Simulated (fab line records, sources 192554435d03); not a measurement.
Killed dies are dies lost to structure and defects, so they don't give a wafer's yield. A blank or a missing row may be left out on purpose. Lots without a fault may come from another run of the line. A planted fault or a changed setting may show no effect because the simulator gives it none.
fab line records | flow n5_finfet
record lots=7 wafers=39
route steps=1938 shown BEOL_M4@1070 BEOL_M8@1377
start_h: hours from the record's first day to the start of the lot's first wafer shown | wait_h: hours since the lot's step before | " the same as in the row above | L1.1+2: a row that stands for several wafers | - no value, or no start given | * or withheld: withheld | < > ~ a bound
route shown NAME@n: a module of which the file shows steps, and the number in the route of the first | usual: mean/standard deviation of fault-free wafers | same: alike in all rows | chamber/n: place in a boat | sites: the reading at each site | _std_site: their standard deviation | _edge_site: outer sites' mean less inner sites' | radius_mm: how far each site lies from the wafer's centre | mask NAME#n: copy n | behind: the tool/chamber that last shaped the wafer | hold: why the lot was held/for how many hours/how that ended | device: the transistor (n, p or np) that didn't switch | end of line: the same wafers' tests at the end of the route | a step without rows: its recipe alone | killed: dies lost to structure and defects at the first sort, not the wafer's yield | map: a wafer's dies, x killed, . not, _ none there
set.NAME: the setting as run; set.NAME@STEP: as run at that earlier step | model.NAME: the simulator's own value behind a step, which no gauge read
lots whose settings were changed on purpose; a table a step, a row a wafer
## steps
# step N5_BEOL_M4_TRENCH_ETCH_37
# recipe chemistry=C4F6/O2 target_depth_a=555.55 target=SiOC time_s=29.2 ion_energy_ev=250 pressure_mtorr=30 source_w=355 bias_w=185 Ar_flow_sccm=300 C4F6_flow_sccm=10 O2_flow_sccm=10
# columns lot.wafer tool chamber start_h wait_h set.target_depth_a model.BEOL_M4.feature_depth_nm model.etch.depth_nm model.TiN_of_BEOL_M4_HM_DEP_02.thk_nm
L075.1 rie_diel-02 2 - - 555.55 54.6 54.66 17.6
L075.2 " 1 " " 243.1 23.8 23.76 19
L075.3 " 3 " " 555.55 55.8 55.86 17.6
L075.4 " 0 " " 555.55 53.4 53.34 18.2
L075.5 " 2 " " 243.1 23.8 23.73 19
L075.6 " 3 " " 243.1 24.6 24.51 19
L079.1 rie_diel-06 2 - - 555.55 56.2 56.18 17.4
L079.3 " 0 " " 555.55 55.4 55.31 17.6
L079.6 " 2 " " 555.55 56.6 56.55 17.4
L080.1 rie_diel-05 2 - - 555.55 56.2 56.13 17.8
L080.2 " 3 " " 555.55 55.2 55.2 17.8
L080.3 " 0 " " 555.55 56.6 56.63 17.6
L080.4 " 1 " " 744.6 75 75.01 16.6
L080.5 " 2 " " 744.6 75.8 75.72 16.8
L080.6 " 1 " " 744.6 75 75.05 16.8
L084.1 rie_diel-02 1 - - 674.3 65.6 65.67 17.2
L084.2 " 2 " " 555.55 54.4 54.32 17.6
L084.3 " 0 " " 555.55 53.4 53.33 18
L084.4 " 3 " " 555.55 55 54.99 17.6
L084.5 " 1 " " 674.3 65.4 65.4 17.2
L084.6 " 0 " " 674.3 65 65.01 17.4
L083.1 rie_diel-05 1 - - 555.55 55.8 55.75 17.6
L083.2 " 0 " " 320.5 32 32.08 18.2
L083.3 " 2 " " 555.55 55.4 55.33 17.4
L083.4 " 3 " " 320.5 32 31.97 18.2
L083.5 " 3 " " 555.55 55.6 55.55 17.2
L083.6 " 2 " " 320.5 32 32.05 18.4
L092.1 rie_diel-05 2 - - 555.55 56.2 56.3 17
L092.2 " 0 " " 555.55 56.2 56.18 17.2
L092.3 " 1 " " 555.55 55 55.05 17.4
L092.4 " 0 " " 555.55 56 56.08 17.4
L092.5 " 1 " " 555.55 55.4 55.39 17.4
L092.6 " 2 " " 555.55 55.8 55.84 17.4
L093.1 rie_diel-02 0 - - 555.55 53.2 53.25 17.8
L093.2 " 2 " " 555.55 54.8 54.84 17.8
L093.3 " 3 " " 555.55 55.8 55.79 17.8
L093.4 " 1 " " 555.55 54.4 54.38 17.4
L093.5 " 3 " " 555.55 55.8 55.77 17.8
L093.6 " 2 " " 555.55 54.8 54.75 17.6
# step N5_BEOL_M4_ETCH_41
# recipe chemistry=CH3F/O2 target=SiCN target_depth_a=299 taper_deg=2 time_s=52.5 ion_energy_ev=120 mask_material=TiN pressure_mtorr=30 source_w=395 bias_w=75 Ar_flow_sccm=150 CH3F_flow_sccm=30 O2_flow_sccm=20
# step N5_BEOL_M4_STRIP_97
# recipe chemistry=N2/H2 time_s=10 power_w=450 temp_c=40 pressure_mtorr=20 rf_frequency_hz=6e+07 bias_power_w=7 n2_flow_sccm=200 h2_flow_sccm=200
# step N5_BEOL_M4_OCD_MEAS_38
# usual trench_depth_nm=55.3/0.91
# columns lot.wafer tool chamber start_h wait_h set.target_depth_a@BEOL_M4_TRENCH_ETCH_37 trench_depth_nm
L075.1 ocd-02 - 167.43 - 555.55 54.4
L075.2 " - " " 243.1 23.8
L075.3 " - " " 555.55 55.9
L075.4 " - " " 555.55 52.8
L075.5 " - " " 243.1 23.9
L075.6 " - " " 243.1 24.3
L079.1 ocd-01 - 190.47 - 555.55 56.2
L079.3 " - " " 555.55 55.1
L079.6 " - " " 555.55 56.5
L080.1 ocd-01 - 201.05 - 555.55 56.1
L080.2 " - " " 555.55 55.3
L080.3 " - " " 555.55 56.4
L080.4 " - " " 744.6 74.6
L080.5 " - " " 744.6 76.0
L080.6 " - " " 744.6 75.1
L084.1 ocd-02 - 215.66 - 674.3 65.6
L084.2 " - " " 555.55 54.6
L084.3 " - " " 555.55 52.7
L084.4 " - " " 555.55 54.6
L084.5 " - " " 674.3 65.7
L084.6 " - " " 674.3 65.2
L083.1 ocd-02 - 219.40 - 555.55 55.4
L083.2 " - " " 320.5 32.0
L083.3 " - " " 555.55 55.2
L083.4 " - " " 320.5 31.9
L083.5 " - " " 555.55 55.0
L083.6 " - " " 320.5 32.3
L092.1 ocd-01 - 266.09 - 555.55 55.9
L092.2 " - " " 555.55 56.1
L092.3 " - " " 555.55 55.4
L092.4 " - " " 555.55 56.0
L092.5 " - " " 555.55 55.3
L092.6 " - " " 555.55 55.8
L093.1 ocd-02 - 276.21 - 555.55 53.5
L093.2 " - " " 555.55 55.6
L093.3 " - " " 555.55 55.4
L093.4 " - " " 555.55 54.4
L093.5 " - " " 555.55 56.0
L093.6 " - " " 555.55 54.2
# step N5_BEOL_M4_HM_STRIP_39
# recipe chemistry=peroxide_tin_strip material=TiN target_depth_a=250 temp_c=50 time_s=158
# step N5_BEOL_M4_SRD_40
# recipe time_s=30 temp_c=23 rinse_liquid=diw dry=ipa_marangoni
# step N5_BEOL_M4_ECD_50
# recipe material=Cu target_thk_a=3000
# step N5_BEOL_M4_ANNEAL_51
# recipe temp_c=225 time_s=90 ambient=N2
# step N5_BEOL_M4_CMP_52
# recipe stop_on=SiOC t_overpolish_s=6.8 down_force_psi=1 platen_rpm=50 clearing_platen_down_force_psi=1.5 clearing_platen_rpm=50 post_cmp_clean=cu_alkaline target_thk_nm=40 clearing_platen_pad_velocity_m_s=0.99484 pad_velocity_m_s=0.99484
# columns lot.wafer tool chamber start_h wait_h set.target_depth_a@BEOL_M4_TRENCH_ETCH_37 model.Cu_of_BEOL_M4_ECD_50.thk_nm
L075.1 cmp-04 1 171.67 0.3 555.55 38
L075.3 " 2 " " 555.55 41.2
L075.4 " 3 " " 555.55 38.8
L075.2 " 0 " " 243.1 7.8
L075.6 " 1 " " 243.1 8.4
L075.5 " 2 " " 243.1 6.6
L079.1 cmp-03 2 193.77 0.3 555.55 41.2
L079.3 " 3 " " 555.55 39.8
L079.6 " 1 " " 555.55 40
L080.4 cmp-03 3 204.16 0.1 744.6 60.2
L080.1 " 0 " " 555.55 40.4
L080.3 " 1 " " 555.55 41.2
L080.2 " 2 " " 555.55 38.2
L080.6+5 " 3,0 " " 744.6 60.4
L084.2 cmp-04 0 220.08 0.2 555.55 39.8
L084.3 " 1 " " 555.55 39.4
L084.4 " 2 " " 555.55 40.2
L084.1 " 3 " " 674.3 51.8
L084.5 " 0 " " 674.3 50.6
L084.6 " 1 " " 674.3 50.8
L083.2 cmp-04 2 223.63 0.2 320.5 15.8
L083.4 " 3 " " 320.5 16.4
L083.3 " 0 " " 555.55 40.4
L083.1+5 " 1,2 " " 555.55 40.2
L083.6 " 3 " " 320.5 15.6
L092.2 cmp-01 2 269.82 0.4 555.55 40.4
L092.1 " 3 " " 555.55 38.4
L092.4 " 0 " " 555.55 41
L092.3 " 1 " " 555.55 39.2
L092.6+5 " 2,3 " " 555.55 40.2
L093.3+2 cmp-01 0,1 281.92 0.2 555.55 38.6
L093.1 " 2 " " 555.55 35.2
L093.4 " 3 " " 555.55 38
L093.5 " 0 " " 555.55 40
L093.6 " 1 " " 555.55 38.4
# step N5_BEOL_M4_THK_MEAS_53
# recipe thk_meas_gauge=xrf reads=Cu_of_BEOL_M4_ECD_50
# usual M4_THK=39.9/1.4
# columns lot.wafer tool chamber start_h wait_h set.target_depth_a@BEOL_M4_TRENCH_ETCH_37 M4_THK[nm]
L075.1 film_metro-02 - 171.97 - 555.55 38.0
L075.2 " - " " 243.1 7.8
L075.3 " - " " 555.55 41.4
L075.4 " - " " 555.55 39.0
L075.5 " - " " 243.1 6.6
L075.6 " - " " 243.1 8.4
L079.1 film_metro-01 - 193.99 - 555.55 41.5
L079.3 " - " " 555.55 40.0
L079.6 " - " " 555.55 40.2
L080.1 film_metro-02 - 204.46 - 555.55 40.7
L080.2 " - " " 555.55 38.4
L080.3 " - " " 555.55 41.2
L080.4 " - " " 744.6 60.3
L080.5 " - " " 744.6 60.4
L080.6 " - " " 744.6 60.9
L084.1 film_metro-01 - 220.37 - 674.3 52.2
L084.2 " - " " 555.55 40.0
L084.3 " - " " 555.55 39.6
L084.4 " - " " 555.55 40.5
L084.5 " - " " 674.3 51.1
L084.6 " - " " 674.3 51.3
L083.1 film_metro-01 - 223.92 - 555.55 40.5
L083.2 " - " " 320.5 15.9
L083.3 " - " " 555.55 40.7
L083.4 " - " " 320.5 16.4
L083.5 " - " " 555.55 40.7
L083.6 " - " " 320.5 15.7
L092.1 film_metro-01 - 270.11 - 555.55 38.1
L092.2 " - " " 555.55 39.9
L092.3 " - " " 555.55 38.8
L092.4 " - " " 555.55 40.7
L092.5 " - " " 555.55 39.8
L092.6 " - " " 555.55 40.1
L093.1 film_metro-02 - 282.21 - 555.55 35.2
L093.2 " - " " 555.55 38.7
L093.3 " - " " 555.55 38.9
L093.4 " - " " 555.55 38.2
L093.5 " - " " 555.55 40.4
L093.6 " - " " 555.55 38.5
# step N5_BEOL_M8_TRENCH_ETCH_37
# recipe chemistry=C4F6/O2 target_depth_a=934.78 target=SiCOH_lowk time_s=31.2 ion_energy_ev=250 pressure_mtorr=30 source_w=345 bias_w=185 Ar_flow_sccm=300 C4F6_flow_sccm=10 O2_flow_sccm=10
# columns lot.wafer tool chamber start_h wait_h set.target_depth_a model.BEOL_M8.feature_depth_nm model.etch.depth_nm model.TiN_of_BEOL_M8_HM_DEP_02.thk_nm
L075.1 rie_diel-02 3 - - 1278 127 127 16
L075.2 " 1 " " 934.78 92.2 92.25 17
L075.3 " 2 " " 1278 126 125.9 16.2
L075.4 " 0 " " 934.78 90.4 90.31 17
L075.5 " 0 " " 1278 125 124.9 16
L075.6 " 3 " " 934.78 93.8 93.77 17
L079.1 rie_diel-02 0 - - 934.78 89 89.05 17.2
L079.3 " 3 " " 934.78 91.6 91.69 17.4
L079.6 " 3 " " 934.78 92.8 92.71 17.4
L080.1 rie_diel-02 2 - - 934.78 91.4 91.38 17.6
L080.2 " 0 " " 741.5 72.2 72.22 18.2
L080.3 " 1 " " 934.78 91.6 91.64 17.4
L080.4 " 3 " " 741.5 74 74.05 18
L080.5 " 2 " " 741.5 72.8 72.84 18
L080.6 " 1 " " 934.78 91.8 91.78 17.6
L083.1 rie_diel-06 3 - - 934.78 92.2 92.17 17.6
L083.2 " 2 " " 751.6 75.4 75.46 18.2
L083.3 " 0 " " 934.78 93.8 93.8 17.8
L083.4 " 2 " " 751.6 75.2 75.3 18
L083.5 " 0 " " 751.6 75.6 75.57 18.2
L083.6 " 3 " " 934.78 92.2 92.16 17.6
L084.1 rie_diel-05 3 - - 553.8 54.8 54.85 18.4
L084.2 " 1 " " 934.78 93.6 93.67 17.4
L084.3 " 2 " " 553.8 55.6 55.52 18.4
L084.4 " 3 " " 934.78 93 92.92 17.4
L084.5 " 2 " " 934.78 94.8 94.75 17.4
L084.6 " 1 " " 553.8 55.4 55.42 18.4
L092.1 rie_diel-05 1 - - 934.78 92.8 92.74 17.4
L092.2 " 2 " " 450.1 44.8 44.72 18.6
L092.3 " 3 " " 450.1 45.6 45.52 18.6
L092.4 " 0 " " 450.1 45.4 45.45 18.8
L092.5 " 2 " " 934.78 92.8 92.71 17.4
L092.6 " 3 " " 934.78 94.8 94.7 17.2
L093.1 rie_diel-05 3 - - 934.78 94.8 94.83 17.4
L093.2 " 0 " " 934.78 94.2 94.23 17.2
L093.3 " 2 " " 934.78 93.4 93.37 17.4
L093.4 " 1 " " 934.78 93 93.06 17.4
L093.5 " 2 " " 934.78 93.6 93.66 17.4
L093.6 " 3 " " 934.78 95.6 95.59 17.2
# step N5_BEOL_M8_ETCH_41
# recipe chemistry=CH3F/O2 target=SiCN target_depth_a=319 taper_deg=2 time_s=57.8 ion_energy_ev=120 mask_material=TiN pressure_mtorr=30 source_w=395 bias_w=75 Ar_flow_sccm=150 CH3F_flow_sccm=30 O2_flow_sccm=20
# step N5_BEOL_M8_STRIP_80
# recipe chemistry=N2/H2 time_s=10 power_w=450 temp_c=40 pressure_mtorr=20 rf_frequency_hz=6e+07 bias_power_w=7 n2_flow_sccm=200 h2_flow_sccm=200
# step N5_BEOL_M8_OCD_MEAS_38
# usual trench_depth_nm=92.8/1.3
# columns lot.wafer tool chamber start_h wait_h set.target_depth_a@BEOL_M8_TRENCH_ETCH_37 trench_depth_nm
L075.1 ocd-02 - 206.26 - 1278 126.8
L075.2 " - " " 934.78 92.5
L075.3 " - " " 1278 125.8
L075.4 " - " " 934.78 89.9
L075.5 " - " " 1278 125.2
L075.6 " - " " 934.78 93.5
L079.1 ocd-02 - 226.17 - 934.78 89.5
L079.3 " - " " 934.78 91.8
L079.6 " - " " 934.78 92.6
L080.1 ocd-02 - 245.72 - 934.78 91.5
L080.2 " - " " 741.5 72.2
L080.3 " - " " 934.78 91.9
L080.4 " - " " 741.5 73.7
L080.5 " - " " 741.5 73.1
L080.6 " - " " 934.78 92.1
L083.1 ocd-02 - 257.79 - 934.78 92.5
L083.2 " - " " 751.6 75.5
L083.3 " - " " 934.78 94.0
L083.4 " - " " 751.6 75.3
L083.5 " - " " 751.6 74.9
L083.6 " - " " 934.78 92.8
L084.1 ocd-02 - 258.09 - 553.8 55.3
L084.2 " - " " 934.78 94.1
L084.3 " - " " 553.8 55.7
L084.4 " - " " 934.78 92.2
L084.5 " - " " 934.78 94.9
L084.6 " - " " 553.8 55.6
L092.1 ocd-01 - 305.15 - 934.78 92.2
L092.2 " - " " 450.1 44.6
L092.3 " - " " 450.1 45.2
L092.4 " - " " 450.1 45.6
L092.5 " - " " 934.78 92.2
L092.6 " - " " 934.78 95.0
L093.1 ocd-02 - 315.16 - 934.78 95.1
L093.2 " - " " 934.78 94.3
L093.3 " - " " 934.78 93.3
L093.4 " - " " 934.78 93.2
L093.5 " - " " 934.78 93.1
L093.6 " - " " 934.78 95.5
# step N5_BEOL_M8_HM_STRIP_39
# recipe chemistry=peroxide_tin_strip material=TiN target_depth_a=250 temp_c=50 time_s=158
# step N5_BEOL_M8_SRD_40
# recipe time_s=30 temp_c=23 rinse_liquid=diw dry=ipa_marangoni
# step N5_BEOL_M8_ECD_50
# recipe material=Cu target_thk_a=3000
# step N5_BEOL_M8_ANNEAL_51
# recipe temp_c=225 time_s=90 ambient=N2
# step N5_BEOL_M8_CMP_52
# recipe stop_on=SiCOH_lowk t_overpolish_s=6.9 down_force_psi=1 platen_rpm=50 clearing_platen_down_force_psi=1.5 clearing_platen_rpm=50 post_cmp_clean=cu_alkaline target_thk_nm=80 clearing_platen_pad_velocity_m_s=0.99484 pad_velocity_m_s=0.99484
# columns lot.wafer tool chamber start_h wait_h set.target_depth_a@BEOL_M8_TRENCH_ETCH_37 model.Cu_of_BEOL_M8_ECD_50.thk_nm
L075.2 cmp-04 1 208.84 0.2 934.78 80.2
L075.1 " 2 " " 1278 114
L075.3 " 3 " " 1278 112.6
L075.4 " 0 " " 934.78 75.6
L075.5 " 1 " " 1278 112
L075.6 " 2 " " 934.78 80.6
L079.1 cmp-03 0 229.69 0.3 934.78 76.8
L079.3 " 3 " " 934.78 80
L079.6 " 1 " " 934.78 78.8
L080.1+3 cmp-04 1,2 247.82 0.3 934.78 78.4
L080.4 " 3 " " 741.5 61.6
L080.2 " 0 " " 741.5 59.2
L080.5 " 1 " " 741.5 60
L080.6 " 2 " " 934.78 79
L083.2 cmp-01 3 260.96 0.2 751.6 60.6
L083.3 " 0 " " 934.78 79.6
L083.4 " 1 " " 751.6 61.6
L083.1 " 2 " " 934.78 77.8
L083.6 " 3 " " 934.78 78.4
L083.5 " 0 " " 751.6 63
L084.3 cmp-01 3 262.00 0.2 553.8 40.8
L084.1 " 0 " " 553.8 42
L084.2 " 1 " " 934.78 81.2
L084.4 " 2 " " 934.78 79
L084.5 " 3 " " 934.78 81.8
L084.6 " 0 " " 553.8 41.6
L092.1 cmp-01 0 308.18 0.3 934.78 79.2
L092.3+2 " 1,2 " " 450.1 30.6
L092.4 " 3 " " 450.1 32.2
L092.6 " 0 " " 934.78 81.4
L092.5 " 1 " " 934.78 79.4
L093.1 cmp-04 3 318.73 0.3 934.78 80.6
L093.2 " 0 " " 934.78 78.6
L093.3 " 1 " " 934.78 79.6
L093.4 " 2 " " 934.78 78.8
L093.6 " 3 " " 934.78 82
L093.5 " 0 " " 934.78 79.4
# step N5_BEOL_M8_THK_MEAS_53
# recipe thk_meas_gauge=xrf reads=Cu_of_BEOL_M8_ECD_50
# usual M8_THK=79.3/1.6
# columns lot.wafer tool chamber start_h wait_h set.target_depth_a@BEOL_M8_TRENCH_ETCH_37 M8_THK[nm]
L075.1 film_metro-02 - 209.14 - 1278 114.6
L075.2 " - " " 934.78 80.0
L075.3 " - " " 1278 112.2
L075.4 " - " " 934.78 75.7
L075.5 " - " " 1278 112.2
L075.6 " - " " 934.78 80.6
L079.1 film_metro-02 - 229.98 - 934.78 77.0
L079.3 " - " " 934.78 80.4
L079.6 " - " " 934.78 78.8
L080.1 film_metro-02 - 248.11 - 934.78 78.7
L080.2 " - " " 741.5 59.3
L080.3 " - " " 934.78 78.8
L080.4 " - " " 741.5 61.7
L080.5 " - " " 741.5 60.3
L080.6 " - " " 934.78 79.1
L083.1 film_metro-01 - 261.27 0.1 934.78 77.2
L083.2 " - " " 751.6 60.1
L083.3 " - " " 934.78 79.2
L083.4 " - " " 751.6 61.5
L083.5 " - " " 751.6 62.7
L083.6 " - " " 934.78 77.9
L084.1 film_metro-01 - 262.29 - 553.8 42.0
L084.2 " - " " 934.78 81.3
L084.3 " - " " 553.8 40.8
L084.4 " - " " 934.78 78.7
L084.5 " - " " 934.78 81.7
L084.6 " - " " 553.8 41.7
L092.1 film_metro-01 - 308.47 - 934.78 78.8
L092.2 " - " " 450.1 30.5
L092.3 " - " " 450.1 30.6
L092.4 " - " " 450.1 32.1
L092.5 " - " " 934.78 79.0
L092.6 " - " " 934.78 81.4
L093.1 film_metro-01 - 319.03 - 934.78 81.1
L093.2 " - " " 934.78 79.0
L093.3 " - " " 934.78 79.9
L093.4 " - " " 934.78 79.1
L093.5 " - " " 934.78 79.6
L093.6 " - " " 934.78 82.1
# step N5_BEOL_M8_PRE_CLEAN_55
# recipe gas=NH3 time_s=15 temp_c=withheld rf_power_w=300
# step N5_BEOL_M8_DEP_56
# recipe material=SiCN target_thk_a=100 temp_c=withheld precursor=3MS/NH3 pressure_torr=3 rf_w=202 time_s=17.5
# step N5_BEOL_M8_RS_MEAS_57
# recipe thk_meas_gauge=four-point-probe reads=Cu_of_BEOL_M8_ECD_50+Co_of_BEOL_M8_CVD_78+TaN_of_BEOL_M8_ALD_77
# usual M8_RS=0.290/0.0066
# columns lot.wafer tool chamber start_h wait_h set.target_depth_a@BEOL_M8_TRENCH_ETCH_37 M8_RS[ohm/sq]
L075.1 film_metro-02 - 209.27 0.1 1278 0.190
L075.2 " - " " 934.78 0.285
L075.3 " - " " 1278 0.194
L075.4 " - " " 934.78 0.306
L075.5 " - " " 1278 0.194
L075.6 " - " " 934.78 0.284
L079.1 film_metro-02 - 230.11 0.1 934.78 0.301
L079.3 " - " " 934.78 0.286
L079.6 " - " " 934.78 0.291
L080.1 film_metro-01 - 248.25 0.1 934.78 0.293
L080.2 " - " " 741.5 0.411
L080.3 " - " " 934.78 0.293
L080.4 " - " " 741.5 0.391
L080.5 " - " " 741.5 0.404
L080.6 " - " " 934.78 0.291
L083.1 film_metro-01 - 261.40 0.1 934.78 0.296
L083.2 " - " " 751.6 0.400
L083.3 " - " " 934.78 0.288
L083.4 " - " " 751.6 0.392
L083.5 " - " " 751.6 0.381
L083.6 " - " " 934.78 0.294
L084.1 film_metro-01 - 262.42 0.1 553.8 0.631
L084.2 " - " " 934.78 0.282
L084.3 " - " " 553.8 0.653
L084.4 " - " " 934.78 0.290
L084.5 " - " " 934.78 0.279
L084.6 " - " " 553.8 0.643
L092.1 film_metro-02 - 308.60 0.1 934.78 0.290
L092.2 " - " " 450.1 0.964
L092.3 " - " " 450.1 0.958
L092.4 " - " " 450.1 0.898
L092.5 " - " " 934.78 0.289
L092.6 " - " " 934.78 0.280
L093.1 film_metro-02 - 319.16 0.1 934.78 0.283
L093.2 " - " " 934.78 0.292
L093.3 " - " " 934.78 0.288
L093.4 " - " " 934.78 0.292
L093.5 " - " " 934.78 0.290
L093.6 " - " " 934.78 0.279
## key
split step=N5_BEOL_M4_TRENCH_ETCH_37 setting=target_depth_a stated=555.55 by=wafer
response step=N5_BEOL_M4_TRENCH_ETCH_37 reading=model.BEOL_M4.feature_depth_nm change=+0.549 per=1% r=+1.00
response step=N5_BEOL_M4_TRENCH_ETCH_37 reading=model.etch.depth_nm change=+0.55 per=1% r=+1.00
response step=N5_BEOL_M4_TRENCH_ETCH_37 reading=model.TiN_of_BEOL_M4_HM_DEP_02.thk_nm change=-0.0226 per=1% r=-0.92
response step=N5_BEOL_M4_OCD_MEAS_38 reading=trench_depth_nm change=+0.546 per=1% r=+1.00
response step=N5_BEOL_M4_CMP_52 reading=model.Cu_of_BEOL_M4_ECD_50.thk_nm change=+0.571 per=1% r=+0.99
response step=N5_BEOL_M4_THK_MEAS_53 reading=M4_THK change=+0.575 per=1% r=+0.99
split step=N5_BEOL_M8_TRENCH_ETCH_37 setting=target_depth_a stated=934.78 by=wafer
response step=N5_BEOL_M8_TRENCH_ETCH_37 reading=model.BEOL_M8.feature_depth_nm change=+0.928 per=1% r=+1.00
response step=N5_BEOL_M8_TRENCH_ETCH_37 reading=model.etch.depth_nm change=+0.927 per=1% r=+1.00
response step=N5_BEOL_M8_TRENCH_ETCH_37 reading=model.TiN_of_BEOL_M8_HM_DEP_02.thk_nm change=-0.0252 per=1% r=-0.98
response step=N5_BEOL_M8_OCD_MEAS_38 reading=trench_depth_nm change=+0.927 per=1% r=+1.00
response step=N5_BEOL_M8_CMP_52 reading=model.Cu_of_BEOL_M8_ECD_50.thk_nm change=+0.936 per=1% r=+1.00
response step=N5_BEOL_M8_THK_MEAS_53 reading=M8_THK change=+0.934 per=1% r=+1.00
response step=N5_BEOL_M8_RS_MEAS_57 reading=M8_RS change=-0.00866 per=1% r=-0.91
